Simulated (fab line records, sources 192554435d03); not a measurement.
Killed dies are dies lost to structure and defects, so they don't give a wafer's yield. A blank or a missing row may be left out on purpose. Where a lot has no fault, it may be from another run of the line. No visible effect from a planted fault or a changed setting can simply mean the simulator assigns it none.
Matching of chambers / flow n5-finfet / N5_ILD0_CMP_12 on cmp-01 has 4 sister chambers
The step polishes SiNx, stops on poly-Si, t overpolish 6 s, target thk 17.67 nm. 8 wafers are shown with their chamber, then 10 later ones without.

== WAFERS, EACH WITH ITS CHAMBER ==
wafer=L084.1; chamber=2; motor-current-A (A)=10.2; time-to-endpoint-s (s)=28.6
wafer=L084.5; chamber=3; motor-current-A (A)=9.0; time-to-endpoint-s (s)=27.5
wafer=L087.2; chamber=3; motor-current-A (A)=9.0; time-to-endpoint-s (s)=29.0
wafer=L087.3; chamber=1; motor-current-A (A)=10.0; time-to-endpoint-s (s)=30.3
wafer=L088.3; chamber=2; motor-current-A (A)=10.5; time-to-endpoint-s (s)=25.9
wafer=L088.5; chamber=0; motor-current-A (A)=9.8; time-to-endpoint-s (s)=29.3
wafer=L090.1; chamber=0; motor-current-A (A)=9.4; time-to-endpoint-s (s)=33.7
wafer=L090.2; chamber=1; motor-current-A (A)=11.2; time-to-endpoint-s (s)=31.9

== WAFERS WITH NO CHAMBER GIVEN ==
wafer=L090.3; motor-current-A (A)=9.8; time-to-endpoint-s (s)=31.2
wafer=L091.1; motor-current-A (A)=10.3; time-to-endpoint-s (s)=29.3
wafer=L091.2; motor-current-A (A)=9.3; time-to-endpoint-s (s)=27.8
wafer=L091.5; motor-current-A (A)=9.7; time-to-endpoint-s (s)=30.7
wafer=L093.1; motor-current-A (A)=9.1; time-to-endpoint-s (s)=29.9
wafer=L093.2; motor-current-A (A)=10.3; time-to-endpoint-s (s)=28.9
wafer=L093.5; motor-current-A (A)=9.4; time-to-endpoint-s (s)=33.3
wafer=L096.1; motor-current-A (A)=10.4; time-to-endpoint-s (s)=28.8
wafer=L096.2; motor-current-A (A)=10.3; time-to-endpoint-s (s)=30.4
wafer=L096.6; motor-current-A (A)=9.9; time-to-endpoint-s (s)=29.4

== WHICH CHAMBER EACH ONE RAN IN ==
wafer=L090.3; from the rows above=can't be placed: 0 or 1 or 3 or 2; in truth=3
wafer=L091.1; from the rows above=can't be placed: 2 or 1 or 0 or 3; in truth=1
wafer=L091.2; from the rows above=can't be placed: 3 or 0 or 2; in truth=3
wafer=L091.5; from the rows above=can't be placed: 0 or 3 or 1 or 2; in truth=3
wafer=L093.1; from the rows above=can't be placed: 3 or 0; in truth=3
wafer=L093.2; from the rows above=can't be placed: 2 or 1 or 0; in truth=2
wafer=L093.5; from the rows above=can't be placed: 0 or 3 or 1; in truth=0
wafer=L096.1; from the rows above=can't be placed: 2 or 1 or 0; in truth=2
wafer=L096.2; from the rows above=can't be placed: 1 or 2 or 0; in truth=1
wafer=L096.6; from the rows above=can't be placed: 0 or 2 or 1 or 3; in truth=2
Placed correctly: 0 of 10. Unplaceable from these rows: 10, with the true chamber sitting among the candidates in 10. Wrongly placed: 0.
How it was worked out, from the rows above alone: a wafer's distance from a chamber is the root of the sum, over the readings, of the square of ((its reading less the chamber's mean) divided by the reading's scatter). The wafer belongs to the nearest chamber; if the next one is less than 2 further off, it can't be placed. Each chamber's mean is taken over the wafers shown for it. The scatter is the square root of a quotient: the sum, over the shown wafers, of each reading's squared deviation from its chamber's mean, divided by wafers minus chambers.
